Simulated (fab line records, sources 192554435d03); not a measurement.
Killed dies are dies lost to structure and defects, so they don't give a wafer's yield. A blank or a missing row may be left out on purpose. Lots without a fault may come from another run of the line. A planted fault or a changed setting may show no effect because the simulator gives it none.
fab line records | flow n5_finfet | part 2 of 2: steps 20 to 28 of 28
record lots=5 wafers=15 last_day=20
route steps=1938 shown BEOL_M10@1504
lots that met no fault: from a run of the same line without faults
start_h: hours from the record's first day to the start of the lot's first wafer shown | wait_h: hours since the lot's step before | " the same as in the row above | L1.1+2: a row that stands for several wafers | - no value, or no start given | * or withheld: withheld | < > ~ a bound
route shown NAME@n: a module of which the file shows steps, and the number in the route of the first | usual: mean/standard deviation of fault-free wafers | same: alike in all rows | chamber/n: place in a boat | sites: the reading at each site | _std_site: their standard deviation | _edge_site: outer sites' mean less inner sites' | radius_mm: how far each site lies from the wafer's centre | mask NAME#n: copy n | behind: the tool/chamber that last shaped the wafer | hold: why the lot was held/for how many hours/how that ended | device: the transistor (n, p or np) that didn't switch | end of line: the same wafers' tests at the end of the route | a step without rows: its recipe alone | killed: dies lost to structure and defects at the first sort, not the wafer's yield | map: a wafer's dies, x killed, . not, _ none there
set.NAME: the setting as run; set.NAME@STEP: as run at that earlier step | model.NAME: the simulator's own value behind a step, which no gauge read
lots at some steps of the route; a table a step, a row a wafer
services: from which hour (start_h, from the record's first day; less than 0 if before it) a tool's chamber was out of use, for how many hours, and why
## steps
# step N5_BEOL_M10_PRE_CLEAN_45
# recipe gas=H2/He time_s=30 temp_c=250
# usual heater_power_w=321/42
# columns lot.wafer tool chamber start_h wait_h heater_power_w
L084.2 pvd_sputter-01 - 343.26 0.0 347
L084.4 " - " " 274
L084.6 " - " " 335
L088.1 pvd_sputter-02 - 374.65 0.0 282
L088.2 " - " " 324
L088.4 " - " " 267
L089.1 pvd_sputter-03 - 379.99 0.0 311
L089.4 " - " " 369
L089.6 " - " " 317
L097.1 pvd_sputter-03 - 418.70 0.0 390
L097.4 " - " " 334
L097.6 " - " " 380
L096.3 pvd_sputter-02 - 426.22 0.0 279
L096.5 " - " " 270
L096.6 " - " " 276
# step N5_BEOL_M10_ALD_74
# recipe material=TaN target_thk_a=20 temp_c=275 ald_precursor_family=PDMAT ald_co_reactant=NH3 pressure_torr=3 carrier_flow_sccm=1500 pulse_time_s=2 purge_time_s=3 co_reactant_purge_time_s=2 co_reactant_pulse_time_s=3 ald_cycles=40 precursor_vessel_temp_c=75 precursor_vessel_pressure_torr=26.25 precursor_vessel_carrier_sccm=1000
# usual chamber_pressure_Torr=2.999/0.0069 heater_power_w=418/37
# columns lot.wafer tool chamber start_h wait_h chamber_pressure_Torr heater_power_w
L084.2 ald_metal-01 1 343.32 0.0 2.998 430
L084.4 " 2 " " 3.003 467
L084.6 " 1 " " 3.001 440
L088.1 ald_metal-02 2 374.92 0.2 3.013 431
L088.2 " 0 " " 2.993 357
L088.4 " 3 " " 2.995 481
L089.1 ald_metal-02 1 380.07 0.1 3.004 396
L089.4 " 2 " " 2.995 410
L089.6 " 2 " " 2.992 419
L097.1 ald_metal-04 0 418.95 0.2 3.002 365
L097.4 " 1 " " 3.009 388
L097.6 " 2 " " 3.002 438
L096.3 ald_metal-01 0 426.37 0.1 2.996 373
L096.5 " 2 " " 3.003 461
L096.6 " 3 " " 2.997 431
# step N5_BEOL_M10_SURFACE_TREAT_76
# recipe gas=Ar time_s=* ion_energy_ev=* ion_current_ma_cm2=0.5 pressure_mtorr=* ar_flow_sccm=30
# usual throttle_valve_pct=*
# columns lot.wafer tool chamber start_h wait_h throttle_valve_pct
L084.2 pvd_sputter-03 - 343.67 0.2 *
L084.4 " - " " *
L084.6 " - " " *
L088.1 pvd_sputter-02 - 375.21 0.2 *
L088.2 " - " " *
L088.4 " - " " *
L089.1 pvd_sputter-03 - 380.47 0.3 *
L089.4 " - " " *
L089.6 " - " " *
L097.1 pvd_sputter-02 - 419.53 0.4 *
L097.4 " - " " *
L097.6 " - " " *
L096.3 pvd_sputter-01 - 426.73 0.2 *
L096.5 " - " " *
L096.6 " - " " *
# step N5_BEOL_M10_CVD_75
# recipe material=Co target_thk_a=20 temp_c=withheld precursor=CCTBA/H2 pressure_torr=30 time_s=138.9
# usual chamber_pressure_Torr=30.00/0.068
# columns lot.wafer tool chamber start_h wait_h chamber_pressure_Torr
L084.2 cvd_co-02 0 343.73 0.0 30.09
L084.4 " 1 " " 30.09
L084.6 " 2 " " 29.94
L088.1 cvd_co-01 2 375.49 0.3 29.90
L088.2 " 1 " " 29.95
L088.4 " 2 " " 29.88
L089.1 cvd_co-02 1 380.84 0.3 29.97
L089.4 " 0 " " 29.92
L089.6 " 1 " " 30.06
L097.1 cvd_co-01 2 419.82 0.3 29.96
L097.4 " 0 " " 30.03
L097.6 " 2 " " 30.03
L096.3 cvd_co-02 2 426.93 0.2 30.05
L096.5 " 2 " " 30.05
L096.6 " 1 " " 30.01
# step N5_BEOL_M10_SPUTTER_48
# recipe material=Cu target_thk_a=120 temp_c=-20 bias_v=60 power_w=26000 chamber_pressure_pa=0.13 time_s=2
# usual cathode_dc_power_W=26000/4.5 throttle_valve_pct=30.5/0.79
# columns lot.wafer tool chamber start_h wait_h cathode_dc_power_W throttle_valve_pct
L084.2 pvd_sputter-03 - 343.87 0.1 25999 30.0
L084.4 " - " " 26010 30.1
L084.6 " - " " 26008 29.9
L088.1 pvd_sputter-01 - 375.69 0.2 26007 31.2
L088.2 " - " " 26004 31.3
L088.4 " - " " 26004 31.3
L089.1 pvd_sputter-01 - 381.37 0.5 25995 28.9
L089.4 " - " " 26002 31.2
L089.6 " - " " 25999 31.5
L097.1 pvd_sputter-02 - 421.41 1.5 25993 30.2
L097.4 " - " " 25995 30.4
L097.6 " - " " 26001 29.3
L096.3 pvd_sputter-01 - 427.05 0.1 25992 28.9
L096.5 " - " " 25995 31.5
L096.6 " - " " 25998 31.4
# step N5_BEOL_M10_ECD_50
# recipe material=Cu target_thk_a=3180
# columns lot.wafer tool chamber start_h wait_h
L084.2+4+6 ecd_cu-02 0,1,0 343.98 0.1
L088.1+2+4 ecd_cu-01 0,1,0 375.81 0.1
L089.1+4+6 ecd_cu-01 1,0,1 381.49 0.1
L097.1+4+6 ecd_cu-02 1,0,1 421.53 0.1
L096.3+5+6 ecd_cu-02 1,1,0 427.20 0.1
# step N5_BEOL_M10_ANNEAL_51
# recipe temp_c=225 time_s=90 ambient=N2
# usual wafer_temp_C_max=226.3/0.38
# columns lot.wafer tool chamber start_h wait_h wafer_temp_C_max
L084.2 rtp_anneal-02 0 344.28 0.3 226.3
L084.4 " 0 " " 225.7
L084.6 " 0 " " 226.2
L088.1 rtp_anneal-01 0 376.03 0.2 225.9
L088.2 " 0 " " 226.2
L088.4 " 0 " " 225.9
L089.1 rtp_anneal-02 0 381.60 0.1 226.6
L089.4 " 0 " " 226.7
L089.6 " 0 " " 226.4
L097.1 rtp_anneal-02 0 421.64 0.1 227.2
L097.4 " 0 " " 226.4
L097.6 " 0 " " 226.5
L096.3 rtp_anneal-02 0 427.37 0.1 226.3
L096.5 " 0 " " 227.0
L096.6 " 0 " " 226.7
# step N5_BEOL_M10_CMP_52
# recipe stop_on=SiCOH_lowk t_overpolish_s=7 down_force_psi=1 platen_rpm=50 clearing_platen_down_force_psi=1.5 clearing_platen_rpm=50 post_cmp_clean=cu_alkaline target_thk_nm=140 clearing_platen_pad_velocity_m_s=0.99484 pad_velocity_m_s=0.99484
# usual barrier_field_endpoint_s=29.0/0.64 edge_zone_pressure_frac=1.000/0.0049 motor_current_A=6.0/0.59 overpolish_run_s=7.000/0.0091 pad_life_wafers=920/710 time_to_endpoint_s=66.1/2.5
# columns lot.wafer tool chamber start_h wait_h barrier_field_endpoint_s edge_zone_pressure_frac motor_current_A overpolish_run_s pad_life_wafers time_to_endpoint_s
L084.2 cmp-03 0 344.55 0.2 28.0 1.000 5.5 6.994 1962 63.9
L084.4 " 2 " " 29.0 1.000 5.8 7.003 1964 64.0
L084.6 " 1 " " 29.2 1.000 5.0 6.994 - 67.3
L088.1 cmp-03 2 376.36 0.3 28.3 1.004 5.9 6.993 13 60.5
L088.2 " 3 " " 29.5 1.003 5.9 6.997 14 66.3
L088.4 " 0 " " 29.0 0.998 5.7 6.996 15 62.4
L089.4 cmp-01 3 381.91 0.1 29.2 1.009 6.8 7.017 678 64.4
L089.1 " 2 " " 29.1 1.000 5.4 7.010 681 65.5
L089.6 " 3 " " 29.5 1.009 6.6 7.002 - 66.7
L097.1 cmp-04 0 422.07 0.4 28.2 1.004 5.5 6.994 2040 68.1
L097.4 " 1 " " 27.6 0.997 5.1 7.016 2041 62.6
L097.6 " 0 " " 28.3 0.996 5.0 6.998 - 66.6
L096.3 cmp-03 3 427.62 0.2 28.1 0.999 6.1 7.003 439 65.3
L096.6 " 2 " " 28.6 0.994 5.9 6.995 - 65.6
L096.5 " 3 " " 28.9 0.998 6.5 6.996 - 65.2
# step N5_BEOL_M10_THK_MEAS_53
# recipe thk_meas_gauge=xrf reads=Cu_of_BEOL_M10_ECD_50
# usual M10_THK=136.3/2.9
# columns lot.wafer tool chamber start_h wait_h M10_THK[nm]
L084.2 film_metro-02 - 344.84 - 137.8
L084.4 " - " " 136.7
L084.6 " - " " 139.7
L088.1 film_metro-01 - 376.62 - 131.4
L088.2 " - " " 133.5
L088.4 " - " " 136.3
L089.1 film_metro-01 - 382.20 - 138.8
L089.4 " - " " 138.2
L089.6 " - " " 134.2
L097.1 film_metro-02 - 422.36 - 139.1
L097.4 " - " " 137.4
L097.6 " - " " 137.2
L096.3 film_metro-01 - 427.87 - 139.0
L096.5 " - " " 138.3
L096.6 " - " " 133.3
## services
# columns tool chamber start_h hours kind
rie_diel-01 0 320.42 4.8 repair
cmp-01 - 329.22 0.7 repair
rie_diel-04 0 331.01 - clean
rie_diel-01 3 332.24 - clean
rie_diel-01 3 332.24 - consumable_replace:focus_ring
rie_diel-01 3 332.24 21.6 scheduled_down
rie_diel-01 3 332.24 21.6 vent_cycle
ald_metal-04 - 337.25 14.0 pm
pvd_sputter-03 - 347.98 6.3 repair
rie_diel-01 - 351.87 2.8 pm
pvd_sputter-02 - 357.28 0.6 repair
ald_metal-02 - 365.43 2.8 pm
cmp-03 - 370.39 4.0 pm
cmp-04 - 373.98 0.7 repair
cvd_co-02 - 374.71 2.8 pm
cvd_co-01 - 377.52 6.0 pm
cvd_co-02 - 381.63 0.7 repair
ald_metal-04 - 400.62 8.7 pm
ecd_cu-02 - 403.10 1.4 repair
ecd_cu-02 - 411.00 6.1 pm
cmp-04 - 415.72 0.4 repair
ald_metal-01 - 417.28 8.7 pm
ecd_cu-02 - 418.55 1.0 repair
cmp-01 - 419.39 6.0 repair
